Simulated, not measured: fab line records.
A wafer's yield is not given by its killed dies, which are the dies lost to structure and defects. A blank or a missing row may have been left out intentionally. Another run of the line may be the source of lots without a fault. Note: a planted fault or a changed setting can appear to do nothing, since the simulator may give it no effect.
Code-filled problem report in 8D (eight disciplines) form || flow n5-finfet || the parts of the form that need people (team, actions taken, sign-off) are left out

== 1. THE ISSUE ==
Wafers without a fault read 65, standard deviation 20; raw-defect-count at N5_BEOL_M0_INSPECT_127 reads a mean of 308 on 9 wafers belonging to 3 lots. That puts it +12 standard deviations away from the usual mean.
The step: inspects for defects (darkfield).
Earliest sighting: wafer L287.1 on defect-inspect-02 at day 9 21:25. At this step, 30 wafers from 10 lots have a number in the record. Rule for "out", or "out of limits": more than 4 standard deviations from the usual mean. The other wafers with a number count as sound.

== 2. WHAT IT IS, WHAT IT ISN'T ==
{"question": "which readings at this step", "is": "raw-defect-count", "is not": "-"}
{"question": "which lots", "is": "L287, L291, L292", "is not": "L273, L275, L277, L279, L281, L285, L286"}
{"question": "which wafers of those lots", "is": "all that have a number", "is not": "-"}
{"question": "read on which gauges", "is": "defect-inspect-01, defect-inspect-02", "is not": "-"}
{"question": "when", "is": "from day 9 21:25", "is not": "up to then (21 sound wafers)"}

== 3. SUSPECTS, AND WHAT RULES EACH OUT ==
Counting: a tool at any process step up to the reading remains a suspect when it ran all the lots that are out and ran no sound lot after the first of those.
- the gauge at N5_BEOL_M0_INSPECT_127 is ruled out. 2 gauges (defect-inspect-01, defect-inspect-02) read the wafers that are out.
- cmp-01 at N5_BEOL_M0_CMP_120 (polishes, stops on SiOC, t overpolish 6.9 s): kept. It ran every lot that is out, first L287 (day 9 20:49), and no sound lot after that; its last sound lot up to then is L286 (day 9 09:41).
Remaining after the count: cmp-01 at N5_BEOL_M0_CMP_120.

== 4. THE CAUSE (what the simulator had put in) ==
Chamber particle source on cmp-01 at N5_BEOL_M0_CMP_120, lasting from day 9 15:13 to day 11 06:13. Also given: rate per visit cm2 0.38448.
After counting, this tool was the only one left.

== 5. THE CHAIN OF EFFECTS, in route order ==
Each row: a reading where the mean over the struck wafers with a number is more than 3 standard deviations away from the usual. Readings are gone through only where the record gives a usual standard deviation; hours: the median, over the lots, of the time from a lot's start at the first step in this table giving one to that lot's start at this step; sigmas: the change measured in usual standard deviations.
{"hours": 0, "step": "N5_BEOL_M0_INSPECT_127", "reading": "raw-defect-count", "usual": 65, "on struck wafers": 308, "change": "+243", "sigmas": "+12"}
{"hours": 158, "step": "N5_PASSIVATION_PROBE_49", "reading": "defect-limited-yield", "usual": "91.7 %", "on struck wafers": 74.8, "change": -16.9, "sigmas": -12}
{"hours": 158, "step": "N5_PASSIVATION_PROBE_49", "reading": "killed_at_M0_to_M3", "usual": 31, "on struck wafers": 240, "change": "+209", "sigmas": "+19"}
{"hours": 158, "step": "N5_PASSIVATION_PROBE_49", "reading": "killed-dies", "usual": 98, "on struck wafers": 298, "change": "+200", "sigmas": "+12"}
{"hours": 158, "step": "N5_PASSIVATION_PROBE_49", "reading": "killed-on-rim", "usual": 13, "on struck wafers": 39, "change": "+26", "sigmas": "+6.2"}
{"hours": 158, "step": "N5_PASSIVATION_PROBE_49", "reading": "sort_bin_5_function", "usual": "4.9 %", "on struck wafers": 15.3, "change": "+10.4", "sigmas": "+11"}
{"hours": 158, "step": "N5_PASSIVATION_PROBE_49", "reading": "sort_bin_6_memory", "usual": "3.1 %", "on struck wafers": 8.7, "change": "+5.6", "sigmas": "+9.5"}
{"hours": 158, "step": "N5_PASSIVATION_PROBE_49", "reading": "sort-n-pass", "usual": 1080, "on struck wafers": 882, "change": -198, "sigmas": -8.6}
{"hours": 158, "step": "N5_PASSIVATION_PROBE_49", "reading": "sort-yield-pct", "usual": "91.5 %", "on struck wafers": 74.7, "change": -16.8, "sigmas": -8.8}
The process steps in it:
- N5_PASSIVATION_PROBE_49
Later measuring or inspecting steps at which every struck wafer that the step has a row for has a number for every such reading, and none has moved that far: N5_BEOL_M4_RC_MEAS_101.

== 6. HOW IT WOULD HAVE BEEN CAUGHT EARLIER ==
In this record the first reading out of limits at a measuring or inspecting step was taken at day 9 21:25, 6 hours after the fault began at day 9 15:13.
Of the tool readings at N5_BEOL_M0_CMP_120 for which the record gives a usual standard deviation, none was out on any struck wafer, so an alarm limit of 4 standard deviations on them would not have fired.
Lots out: 3; of these, L291, L292 started N5_BEOL_M0_CMP_120 on cmp-01 after day 9 21:25. A hold on the tool at that time would have spared those 2.
